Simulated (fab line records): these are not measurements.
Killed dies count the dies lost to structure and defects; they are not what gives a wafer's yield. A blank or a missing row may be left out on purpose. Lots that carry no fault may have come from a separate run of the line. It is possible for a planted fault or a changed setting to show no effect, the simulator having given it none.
Chamber matching + flow nand_harc + NHARC_A_CHANNEL_FILL_D2_ETCHBACK_20 on rie_diel-13: 4 sister chambers
The step etches the open film in C4F8/O2/Ar, target depth 27 nm, time 13.5 s. 4 wafers are shown with their chamber, then 7 later ones without.

== EACH WAFER AND ITS CHAMBER ==
| wafer  | chamber | rf_vpp_V (V) |
|--------|---------|--------------|
| L077.1 | 2       | 984          |
| L080.6 | 3       | 974          |
| L081.4 | 1       | 987          |
| L081.5 | 0       | 972          |

== WAFERS WITH NO CHAMBER GIVEN ==
| wafer  | rf_vpp_V (V) |
|--------|--------------|
| L081.6 | 972          |
| L084.2 | 972          |
| L084.3 | 973          |
| L084.4 | 984          |
| L089.1 | 982          |
| L089.2 | 972          |
| L089.3 | 971          |

== WHICH CHAMBER EACH ONE RAN IN ==
| wafer  | from the rows above     | in truth                   |
|--------|-------------------------|----------------------------|
| L081.6 | 0                       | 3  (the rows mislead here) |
| L084.2 | 0                       | 0                          |
| L084.3 | can't be placed: 0 or 3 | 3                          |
| L084.4 | 2                       | 2                          |
| L089.1 | 2                       | 2                          |
| L089.2 | 0                       | 0                          |
| L089.3 | 0                       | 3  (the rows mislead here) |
Placed correctly: 4 of 7. These rows do not allow placing 1 (true chamber among the candidates in 1). Placed wrongly: 2.
How it was worked out, from the rows above alone: a wafer's distance from a chamber is the root of the sum, over the readings, of the square of ((its reading less the chamber's mean) divided by the reading's scatter). The wafer belongs to the nearest chamber; if the next one is less than 2 further off, it can't be placed. For every chamber, the mean is computed from those of its wafers that are shown. The scatter: root of mean squared gap, hidden wafer to nearest shown wafer, with one shown wafer a chamber.
